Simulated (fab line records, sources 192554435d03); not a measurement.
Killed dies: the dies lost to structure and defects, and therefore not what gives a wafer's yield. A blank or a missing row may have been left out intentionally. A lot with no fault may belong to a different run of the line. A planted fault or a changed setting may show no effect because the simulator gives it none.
fab line records	flow n5Finfet
record lots=10	wafers=27	lastDay=24
route steps=1938 shown BEOL_M4@1111 BEOL_M8@1354 PASSIVATION@1936
lots that met no fault: taken from a fault-free run of the same line
startH: hours from the record's first day to the start of the lot's first wafer shown	waitH: time in hours since the lot's previous step	" same as the row above	L1.1+2: a single row standing in for several wafers	- value missing, or start not given	* or withheld: withheld	< > ~ a bound
route shown NAME@n: NAME is a module with steps in the file, n the number in the route of the first one	usual: mean/standard deviation of fault-free wafers	same: alike in all rows	chamber/n: place in a boat	sites: per-site readings	_std_site: standard deviation across them	_edge_site: mean of outer sites minus mean of inner sites	radiusMm: for every site, how far away it sits from the centre of the wafer	mask NAME#n: copy n	behind: the tool/chamber that last shaped the wafer	hold: why the lot went on hold/how many hours it stayed there/how the hold came to an end	device: transistor that didn't switch, given as n, p or np	end of line: the route-end tests of the same wafers	for a step that has no rows: nothing shown but its recipe	killed: dies that structure and defects cost at the first sort, which is not the same as the wafer's yield	map: the dies of a wafer, with x for killed, . for not killed, _ for no die there
set.NAME: the setting as run; set.NAME@STEP: as run at that earlier step	model.NAME: the simulator's own value behind a step, which no gauge read
route steps across a sampled set of lots; one table per step, one row per wafer
services: when a tool's chamber went out of use (startH, in hours from the record's first day, below 0 if earlier), for how many hours, and the reason
## steps
# step N5_BEOL_M4_RC_MEAS_101
# usual DIBL_N=35.8/1.6	DIBL_P=35.6/2	IOFF_N=0.15/0.031	IOFF_P=0.20/0.033	ION_N=668/12	ION_P=459/6.8	SS_N=71.4/0.53	SS_P=73.1/0.63	VT_N=250/3.5	VT_P=-251/3
lot.wafer	tool	chamber	startH	waitH	DIBL_N[mV/V]	DIBL_P[mV/V]	IOFF_N[nA/um]	IOFF_P[nA/um]	ION_N[uA/um]	ION_P[uA/um]	SS_N[mV/dec]	SS_P[mV/dec]	VT_N[mV]	VT_P[mV]
L276.1	prober-01	0	332.49	0.0	34.4	34.3	0.13	0.19	660	462	70.7	73.0	252	-249
L276.2	"	0	"	"	33.6	33.3	0.11	0.17	649	458	70.8	72.6	255	-253
L276.3	"	0	"	"	34.4	34.1	0.13	0.18	650	454	70.7	72.7	252	-253
L266.2	prober-02	0	347.77	0.2	35.8	36.3	0.16	0.22	674	464	71.8	72.8	251	-249
L266.4	"	0	"	"	36.6	36.9	0.18	0.24	661	451	71.5	73.5	250	-248
L266.5	"	0	"	"	35.5	36.1	0.15	0.22	671	464	71.5	73.1	251	-249
L277.1	prober-02	0	391.32	0.0	38.4	39.6	0.24	0.29	691	467	72.4	74.2	244	-246
L277.4	"	0	"	"	34.9	35.3	0.15	0.21	673	465	71.5	73.4	251	-251
L277.5	"	0	"	"	36.7	38.1	0.19	0.26	673	469	71.7	73.8	248	-247
L279.2	prober-02	0	399.40	0.2	32.8	34.8	0.14	0.19	667	465	71.3	72.9	251	-252
L279.4	"	0	"	"	33.6	34.3	0.14	0.19	663	459	71.6	72.9	252	-251
L279.6	"	0	"	"	33.8	34.6	0.15	0.19	670	458	70.6	73.2	249	-252
L283.4	prober-01	0	399.83	0.5	37.3	37.3	0.18	0.22	671	457	71.7	74.1	247	-250
L283.5	"	0	"	"	37.7	38.8	0.20	0.25	686	466	72.4	74.2	246	-248
L278.4	prober-02	0	403.01	0.5	35.9	35.9	0.15	0.20	668	461	71.4	72.8	253	-251
L278.6	"	0	"	"	36.3	36.9	0.16	0.21	671	459	71.4	73.3	248	-253
L282.2	prober-01	0	404.51	0.2	37.5	37.2	0.17	0.22	679	461	71.5	73.1	246	-253
L282.5	"	0	"	"	35.6	34.8	0.14	0.19	659	454	71.2	73.4	251	-250
L282.6	"	0	"	"	36.9	36.1	0.16	0.21	680	462	71.5	73.6	249	-251
L280.3	prober-01	0	410.25	0.3	36.0	37.2	0.16	0.17	667	454	71.8	73.1	253	-256
L280.4	"	0	"	"	35.0	37.0	0.15	0.16	668	454	71.6	73.7	251	-255
L280.5	"	0	"	"	37.1	38.1	0.18	0.17	681	448	72.0	73.1	248	-254
L281.2	prober-01	0	414.49	0.2	35.5	34.4	0.15	0.20	656	453	71.4	73.3	251	-250
L281.4	"	0	"	"	36.5	37.1	0.18	0.24	687	463	71.7	74.2	249	-249
L281.5	"	0	"	"	35.1	34.5	0.15	0.20	648	450	71.2	73.0	253	-252
L289.1	prober-01	0	468.03	0.0	38.3	39.7	0.23	0.28	708	480	71.9	73.8	243	-245
L289.6	"	0	"	"	38.3	39.2	0.22	0.27	685	465	71.4	74.4	244	-244
# step N5_BEOL_M8_STRIP_19
# recipe chemistry=O2	powerW=400	tempC=40	pressureMtorr=30	rfFrequencyHz=6e+07	biasPowerW=0	overashFraction=0.2	o2FlowSccm=225
# usual drypumpMotorCurrentA=5.7/0.44	oesProductAu=0.81/0.089	rfVppV=3.7/0.64	showerheadPlenumPTorr=2.11/0.097	throttleValvePct=16.66/0.24
lot.wafer	tool	chamber	startH	waitH	drypumpMotorCurrentA	oesProductAu	rfHoursCounterH	rfVppV	showerheadPlenumPTorr	throttleValvePct
L266.2	rieDiel-06	0	380.17	0.1	5.1	0.85	75	3.4	2.14	16.58
L266.4	"	3	"	"	6.0	0.71	-	3.5	1.91	16.87
L266.5	"	0	"	"	5.0	0.85	-	3.7	2.14	16.57
L276.1	rieDiel-03	3	387.57	0.1	6.0	0.90	38	4.6	2.23	16.44
L276.2	"	1	"	"	5.4	0.72	240	4.2	2.16	16.65
L276.3	"	0	"	"	6.1	0.68	221	3.8	2.07	17.03
L277.1	rieDiel-03	3	434.59	0.1	6.0	0.87	56	4.4	2.22	16.50
L277.4	"	0	"	"	6.1	0.67	-	2.5	2.07	17.06
L277.5	"	3	"	"	6.0	0.87	-	3.0	2.22	16.50
L279.2	rieDiel-06	2	435.11	0.3	5.1	0.93	11	2.9	2.06	16.68
L279.4	"	0	"	"	5.0	0.83	-	3.0	2.14	16.60
L279.6	"	3	"	"	5.9	0.69	-	3.2	1.90	16.93
L283.4	rieDiel-06	0	435.64	0.1	5.1	0.82	-	3.5	2.14	16.60
L283.5	"	3	"	"	5.9	0.70	-	3.4	1.90	16.93
L278.4	rieDiel-03	3	438.71	0.1	6.0	0.85	-	2.8	2.22	16.49
L278.6	"	0	"	"	6.1	0.67	-	4.7	2.07	17.07
L282.2	rieDiel-03	3	442.63	0.1	6.0	0.87	60	3.2	2.22	16.49
L282.5	"	2	"	"	5.9	0.90	-	2.5	2.23	16.26
L282.6	"	3	"	"	6.0	0.86	-	2.8	2.22	16.50
L280.3	rieDiel-06	2	443.57	0.1	5.1	0.91	14	4.1	2.06	16.68
L280.4	"	0	"	"	5.0	0.82	93	3.0	2.13	16.60
L280.5	"	1	"	"	6.1	0.83	-	4.1	2.03	16.75
L281.2	rieDiel-03	0	449.47	0.1	6.1	0.68	244	4.0	2.06	17.07
L281.4	"	2	"	"	5.9	0.90	32	3.0	2.23	16.26
L281.5	"	1	"	"	5.4	0.99	-	3.0	2.16	16.24
L289.1	rieDiel-06	2	501.71	0.1	5.1	0.87	34	4.4	2.05	16.74
L289.6	"	2	"	"	5.2	0.87	-	3.5	2.05	16.74
# step N5_BEOL_M8_EXPOSE_25
# recipe maskId=V7	na=0.33	sourceShape=annular	sigmaInner=0.4	sigmaOuter=0.8	polarization=unpolarized	targetCdNm=40	doseMj=42.5
lot.wafer	tool	chamber	startH	waitH	mask
L266.2+4+5	euvScanner-01	0	381.31	-	V7#0
L276.1+2+3	euvScanner-02	0	389.84	-	V7#0
L277.1+4+5	euvScanner-02	0	436.58	-	V7#0
L279.2+4+6	euvScanner-02	0	436.93	-	V7#0
L283.4+5	euvScanner-02	0	437.03	-	V7#0
L278.4+6	euvScanner-02	0	440.93	-	V7#0
L282.2+5+6	euvScanner-02	0	447.21	-	V7#0
L280.3+4+5	euvScanner-01	0	447.39	-	V7#0
L281.2+4+5	euvScanner-01	0	449.72	-	V7#0
L289.1+6	euvScanner-01	0	502.81	-	V7#0
# step N5_BEOL_M8_CD_MEAS_28
# recipe targetCdNm=40	landingEnergyEv=500	detector=seInlens
# usual cdNm=39.98/0.24
lot.wafer	tool	chamber	startH	waitH	cdNm
L266.2	cdSem-02	0	381.43	-	40.17
L266.4	"	0	"	"	39.89
L266.5	"	0	"	"	40.63
L276.1	cdSem-03	0	389.97	-	39.81
L276.2	"	0	"	"	39.84
L276.3	"	0	"	"	40.02
L277.1	cdSem-01	0	436.72	-	39.86
L277.4	"	0	"	"	39.74
L277.5	"	0	"	"	39.58
L279.2	cdSem-02	0	437.06	-	39.80
L279.4	"	0	"	"	40.34
L279.6	"	0	"	"	40.35
L283.4	cdSem-03	0	437.15	-	30.75
L283.5	"	0	"	"	39.91
L278.4	cdSem-02	0	441.04	-	31.04
L278.6	"	0	"	"	30.08
L282.2	cdSem-01	0	447.34	-	39.72
L282.5	"	0	"	"	40.00
L282.6	"	0	"	"	29.89
L280.3	cdSem-03	0	447.51	-	40.48
L280.4	"	0	"	"	40.00
L280.5	"	0	"	"	40.05
L281.2	cdSem-01	0	449.85	-	39.89
L281.4	"	0	"	"	40.03
L281.5	"	0	"	"	39.90
L289.1	cdSem-03	0	502.94	-	40.18
L289.6	"	0	"	"	40.12
# step N5_BEOL_M8_OVL_MEAS_29
# recipe pointsPerWafer=522
# usual V7_OVL=-0.5/0.64
lot.wafer	tool	chamber	startH	waitH	V7_OVL[nm]
L266.2	overlay-01	0	381.47	0.0	-0.1
L266.4	"	0	"	"	-0.6
L266.5	"	0	"	"	0.1
L276.1	overlay-01	0	390.00	0.0	-0.6
L276.2	"	0	"	"	-0.1
L276.3	"	0	"	"	-1.2
L277.1	overlay-01	0	436.75	0.0	-0.8
L277.4	"	0	"	"	-1.3
L277.5	"	0	"	"	0.7
L279.2	overlay-02	0	437.10	0.0	-0.4
L279.4	"	0	"	"	-0.1
L279.6	"	0	"	"	-0.7
L283.4	overlay-01	0	437.19	0.0	-0.5
L283.5	"	0	"	"	-0.3
L278.4	overlay-01	0	441.08	0.0	-0.6
L278.6	"	0	"	"	-1.5
L282.2	overlay-02	0	447.41	0.1	-0.5
L282.5	"	0	"	"	-1.1
L282.6	"	0	"	"	-0.6
L280.3	overlay-02	0	447.55	0.0	-1.1
L280.4	"	0	"	"	-0.5
L280.5	"	0	"	"	-1.2
L281.2	overlay-02	0	449.88	0.0	-0.9
L281.4	"	0	"	"	-0.8
L281.5	"	0	"	"	0.0
L289.1	overlay-02	0	502.97	0.0	0.2
L289.6	"	0	"	"	-0.1
# step N5_BEOL_M8_VIA_ETCH_34
# recipe chemistry=C4F6/O2	target=SiCOH_lowk	targetDepthA=1255	maskMaterial=SOC	taperDeg=4	timeS=50.5	ionEnergyEv=250	pressureMtorr=30	sourceW=345	biasW=185	Ar_flow_sccm=300	C4F6_flow_sccm=10	O2_flow_sccm=10
# usual O2_flow_sccm=10.00/0.03	drypumpMotorCurrentA=5.9/0.4	oesProductAu=0.81/0.084	rfFwdPowerW=341.3/1.5	rfVppV=674/15	showerheadPlenumPTorr=2.90/0.097	throttleValvePct=20.84/0.22
lot.wafer	tool	chamber	startH	waitH	O2_flow_sccm	drypumpMotorCurrentA	oesProductAu	rfFwdPowerW	rfHoursCounterH	rfVppV	showerheadPlenumPTorr	throttleValvePct
L266.2	rieDiel-02	1	381.74	0.0	10.05	6.2	0.74	340.7	130	680	2.96	20.63
L266.4	"	0	"	"	10.03	6.5	0.77	341.4	98	700	2.87	21.02
L266.5	"	3	"	"	10.02	5.2	0.82	338.8	-	692	2.89	20.95
L276.1	rieDiel-02	3	390.33	0.0	10.02	5.2	0.81	338.7	88	691	2.89	20.95
L276.2	"	0	"	"	9.94	6.5	0.76	340.1	101	698	2.87	21.03
L276.3	"	1	"	"	9.97	6.2	0.74	339.1	133	680	2.96	20.61
L277.1	rieDiel-03	2	437.02	0.0	10.05	5.9	0.90	341.1	26	659	3.03	20.55
L277.4	"	3	"	"	9.98	6.0	0.87	342.3	-	657	3.01	20.76
L277.5	"	2	"	"	10.05	5.9	0.90	340.5	-	660	3.03	20.55
L279.2	rieDiel-02	0	437.43	0.0	9.99	6.5	0.76	340.6	118	701	2.86	21.08
L279.4	"	1	"	"	9.99	6.2	0.73	341.6	150	680	2.95	20.64
L279.6	"	1	"	"	10.00	6.2	0.73	341.7	-	682	2.95	20.64
L283.4	rieDiel-02	2	437.83	0.0	9.98	5.7	0.82	342.7	91	671	2.87	21.05
L283.5	"	3	"	"	10.00	5.2	0.79	339.7	-	692	2.88	20.98
L278.4	rieDiel-02	3	441.38	0.0	10.00	5.2	0.80	339.7	105	694	2.88	20.96
L278.6	"	2	"	"	9.95	5.7	0.81	342.6	-	671	2.87	21.04
L282.2	rieDiel-02	0	447.67	0.0	9.98	6.5	0.74	340.6	122	698	2.86	21.06
L282.5	"	1	"	"	9.99	6.2	0.73	344.1	-	681	2.95	20.64
L282.6	"	2	"	"	9.99	5.8	0.82	343.0	-	671	2.87	21.03
L280.3	rieDiel-06	0	448.00	0.0	10.08	5.0	0.83	343.2	93	658	2.88	20.77
L280.4	"	3	"	"	10.03	5.9	0.69	341.4	237	650	2.62	21.27
L280.5	"	2	"	"	10.03	5.1	0.90	344.4	-	677	2.79	20.90
L281.2	rieDiel-02	3	450.20	0.0	9.96	5.2	0.78	338.5	108	693	2.88	21.00
L281.4	"	0	"	"	10.00	6.5	0.74	341.4	123	699	2.86	21.05
L281.5	"	0	"	"	10.01	6.5	0.75	340.9	-	698	2.86	21.08
L289.1	rieDiel-03	1	503.49	0.0	9.97	5.4	0.92	338.9	24	664	2.90	20.45
L289.6	"	0	"	"	10.00	6.1	0.95	342.1	-	688	2.78	20.79
# step N5_PASSIVATION_PROBE_49
# usual defectLimitedYield=90.7/1.5	killed_at_M0_to_M3=38/11	killed_at_M4_up=15/5.5	killedAtContacts=12/6	killedAtFrontEnd=41/11	killedAtOther=3.5/2.7	killedDies=110/18	killedOnRim=15/3.6	killedOpen=72/13	killedShort=35/8.7	sort_bin_5_function=5.5/1.1	sort_bin_6_memory=3.4/0.63	sort_bin_8_speed=0.01/0.037	sortNPass=1070/18	sortYieldPct=90.7/1.5
# same grossDies=1180	killedAtBackSide=0	sort_bin_4_leakage[%]=0
lot.wafer	tool	chamber	startH	waitH	defectLimitedYield[%]	killed_at_M0_to_M3	killed_at_M4_up	killedAtContacts	killedAtFrontEnd	killedAtOther	killedDies	killedOnRim	killedOpen	killedShort	sort_bin_5_function[%]	sort_bin_6_memory[%]	sort_bin_8_speed[%]	sortNPass	sortYieldPct[%]
L276.1	prober-01	-	474.20	0.0	93.0	24	11	11	33	4	83	13	57	24	3.6	3.1	0	1097	93.0
L276.2	prober-01	-	474.25	0.1	93.1	29	4	5	42	2	82	6	54	28	3.6	3.0	0	1098	93.1
L276.3	prober-01	-	474.30	0.1	92.4	34	7	15	33	1	90	12	59	31	3.8	3.3	0	1090	92.4
L278.4	prober-02	-	518.02	0.2	0	37	1089	14	36	4	1180	152	77	32	6.7	3.0	0	0	0
L278.6	prober-02	-	518.12	0.3	0	34	1063	12	68	3	1180	152	83	38	6.9	4.1	0	0	0
L283.4	prober-02	-	519.94	0.6	0	42	1068	21	48	1	1180	152	81	39	7.0	3.7	0	0	0
L283.5	prober-02	-	519.99	0.7	91.9	22	23	11	39	0	95	17	62	32	5.0	2.8	0	1085	91.9
L279.2	prober-01	-	523.35	0.1	91.6	31	11	12	42	3	99	11	68	31	5.3	2.7	0	1081	91.6
L279.4	prober-01	-	523.45	0.2	93.4	34	13	8	21	2	78	12	52	25	3.5	2.8	0.08	1102	93.4
L279.6	prober-01	-	523.55	0.3	93.6	27	14	2	26	7	76	15	52	24	3.6	2.5	0	1104	93.6
L282.2	prober-01	-	524.48	0.1	90.3	36	22	8	41	7	114	13	76	32	5.6	3.4	0	1066	90.3
L282.5	prober-01	-	524.63	0.2	90.2	48	13	9	39	7	116	16	81	32	5.7	3.4	0	1064	90.2
L282.6	prober-01	-	524.68	0.3	0	53	1084	13	28	2	1180	152	84	29	6.4	3.8	0	0	0
# killed by level:class
L276.1 FIN_SAQP:geometricParticle:open=11 MOL_CONTACT_COAG:geometricParticle:open=9 BEOL_M0_SAQP:geometricParticle:short=7 STI_FIN_REVEAL:geometricParticle:open=5 BEOL_M0_SAQP:geometricParticle:open=5 STARTING-WAFER:geometricParticle:short=5 FIN_SAQP:geometricParticle:short=4 BEOL_M2:geometricParticle:open=4
L276.2 FIN_SAQP:geometricParticle:open=13 FIN_SAQP:geometricParticle:short=10 BEOL_M3:geometricParticle:open=10 BEOL_M0_SAQP:geometricParticle:open=9 MOL_CONTACT_COAG:geometricParticle:open=5 BEOL_M2:geometricParticle:open=4 STARTING-WAFER:geometricParticle:short=4 STI_FIN_REVEAL:geometricParticle:open=3
L276.3 MOL_CONTACT_COAG:geometricParticle:open=15 STI_FIN_REVEAL:geometricParticle:open=9 BEOL_M0_SAQP:geometricParticle:open=8 BEOL_M3:geometricParticle:short=7 FIN_SAQP:geometricParticle:short=6 BEOL_M3:geometricParticle:open=6 FIN_SAQP:geometricParticle:open=5 BEOL_M0_SAQP:geometricParticle:short=4
L278.4 BEOL_M8:areaExpose=1070 MOL_CONTACT_COAG:geometricParticle:open=11 BEOL_M2:geometricParticle:open=10 FIN_SAQP:geometricParticle:open=7 BEOL_M2:geometricParticle:short=7 BEOL_M3:geometricParticle:open=7 BEOL_M1:geometricParticle:open=6 DUMMY_GATE:geometricParticle:open=5
L278.6 BEOL_M8:areaExpose=1058 STI_FIN_REVEAL:geometricParticle:open=19 FIN_SAQP:geometricParticle:open=15 BEOL_M2:geometricParticle:open=13 MOL_CONTACT_COAG:geometricParticle:open=10 FIN_SAQP:geometricParticle:short=9 STI_FIN_REVEAL:geometricParticle:short=6 BEOL_M1:geometricParticle:open=5
L283.4 BEOL_M8:areaExpose=1058 MOL_CONTACT_COAG:geometricParticle:open=18 FIN_SAQP:geometricParticle:short=11 FIN_SAQP:geometricParticle:open=10 BEOL_M0_SAQP:geometricParticle:short=9 BEOL_M3:geometricParticle:open=9 BEOL_M0_SAQP:geometricParticle:open=8 GATE_CUT:geometricParticle:short=5
L283.5 STI_FIN_REVEAL:geometricParticle:open=9 MOL_CONTACT_COAG:geometricParticle:open=8 GATE_CUT:geometricParticle:short=7 BEOL_M4:geometricParticle:open=7 FIN_SAQP:geometricParticle:short=5 FIN_SAQP:geometricParticle:open=5 BEOL_M0_SAQP:geometricParticle:short=5 BEOL_M3:geometricParticle:open=5
L279.2 FIN_SAQP:geometricParticle:open=11 MOL_CONTACT_COAG:geometricParticle:open=11 BEOL_M0_SAQP:geometricParticle:open=9 GATE_CUT:geometricParticle:short=8 DUMMY_GATE:geometricParticle:open=7 BEOL_M1:geometricParticle:open=7 BEOL_M0_SAQP:geometricParticle:short=5 FIN_SAQP:geometricParticle:short=4
L279.4 MOL_CONTACT_COAG:geometricParticle:open=8 BEOL_M1:geometricParticle:open=6 GATE_CUT:geometricParticle:open=6 BEOL_M0_SAQP:geometricParticle:open=5 BEOL_M0:geometricParticle:short=5 BEOL_M3:geometricParticle:short=5 BEOL_M0_SAQP:geometricParticle:short=4 DUMMY_GATE:geometricParticle:open=3
L279.6 BEOL_M4:geometricParticle:open=8 FIN_SAQP:geometricParticle:open=7 BEOL_M0_SAQP:geometricParticle:open=7 BEOL_M0:geometricParticle:open=7 BEOL_M0_SAQP:geometricParticle:short=5 FIN_SAQP:geometricParticle:short=3 STI_FIN_REVEAL:geometricParticle:open=3 DUMMY_GATE:geometricParticle:open=3
L282.2 FIN_SAQP:geometricParticle:open=11 BEOL_M3:geometricParticle:open=9 FIN_SAQP:geometricParticle:short=8 BEOL_M4:geometricParticle:open=8 MOL_CONTACT_COAG:geometricParticle:open=6 BEOL_M1:geometricParticle:open=6 STI_FIN_REVEAL:geometricParticle:open=5 BEOL_M0_SAQP:geometricParticle:short=5
L282.5 FIN_SAQP:geometricParticle:open=15 BEOL_M1:geometricParticle:open=10 BEOL_M0_SAQP:geometricParticle:short=9 BEOL_M3:geometricParticle:open=9 BEOL_M0_SAQP:geometricParticle:open=8 BEOL_M4:geometricParticle:open=8 MOL_CONTACT_COAG:geometricParticle:open=7 GATE_CUT:geometricParticle:short=6
L282.6 BEOL_M8:areaExpose=1067 BEOL_M1:geometricParticle:open=20 FIN_SAQP:geometricParticle:open=13 BEOL_M4:geometricParticle:open=11 MOL_CONTACT_COAG:geometricParticle:open=11 BEOL_M3:geometricParticle:open=9 BEOL_M0_SAQP:geometricParticle:short=8 BEOL_M0_SAQP:geometricParticle:open=7
## services
tool	chamber	startH	hours	kind
euvScanner-02	0	360.63	-	calibration
euvScanner-02	-	364.15	4.6	pm
rieDiel-06	2	370.00	-	clean
euvScanner-02	-	372.16	17.3	pm
rieDiel-02	-	374.32	0.4	repair
euvScanner-01	-	389.46	1.0	pm
euvScanner-02	-	390.47	1.0	pm
rieDiel-03	1	421.12	-	clean
rieDiel-03	1	421.12	-	consumableReplace:focusRing
rieDiel-03	1	421.12	22.3	scheduledDown
rieDiel-03	1	421.12	22.3	ventCycle
euvScanner-01	-	444.14	1.0	pm
euvScanner-02	-	445.67	1.0	pm
euvScanner-01	-	454.33	4.6	pm
rieDiel-03	3	468.17	1.3	repair
rieDiel-03	0	471.15	-	clean
rieDiel-03	0	471.15	-	consumableReplace:focusRing
rieDiel-03	0	471.15	21.0	scheduledDown
rieDiel-03	0	471.15	21.0	ventCycle
rieDiel-02	1	474.38	3.1	repair
euvScanner-01	-	492.57	5.7	repair
euvScanner-01	-	500.29	1.0	pm
rieDiel-02	3	501.45	3.5	repair
euvScanner-02	-	501.82	1.0	pm
## key
firstSign step=N5_BEOL_M8_CD_MEAS_28	reading=cdNm	direction=down	sigmas=40	usual=39.98	struck=30.44
effect step=N5_PASSIVATION_PROBE_49	reading=killed_at_M4_up	direction=up	sigmas=99+	usual=15	struck=1076
moreKillsBornAt N5_BEOL_M8_EXPOSE_25@euvScanner-02=4253
metAt N5_BEOL_M8_EXPOSE_25
struckLots L278,L282,L283
struckWafers L278.4,L278.6,L282.6,L283.4
laterRowsLeftOut L278.4,L278.6,L282.6,L283.4
notActingAt N5_BEOL_M8_STRIP_19,N5_BEOL_M8_OVL_MEAS_29,N5_BEOL_M8_VIA_ETCH_34
onsetBetween 436.93 437.03
fault kind=processParameterDrift	tool=euvScanner-02	chamber=-	onsetH=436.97	steps=N5_BEOL_M8_EXPOSE_25	channel=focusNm	offset=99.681	shape=step	endH=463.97	scope=struckWafersOnly
# laterRowsLeftOut: the simulator's readings of these wafers behind a module that went badly wrong aren't trusted and aren't shown, but for the sort
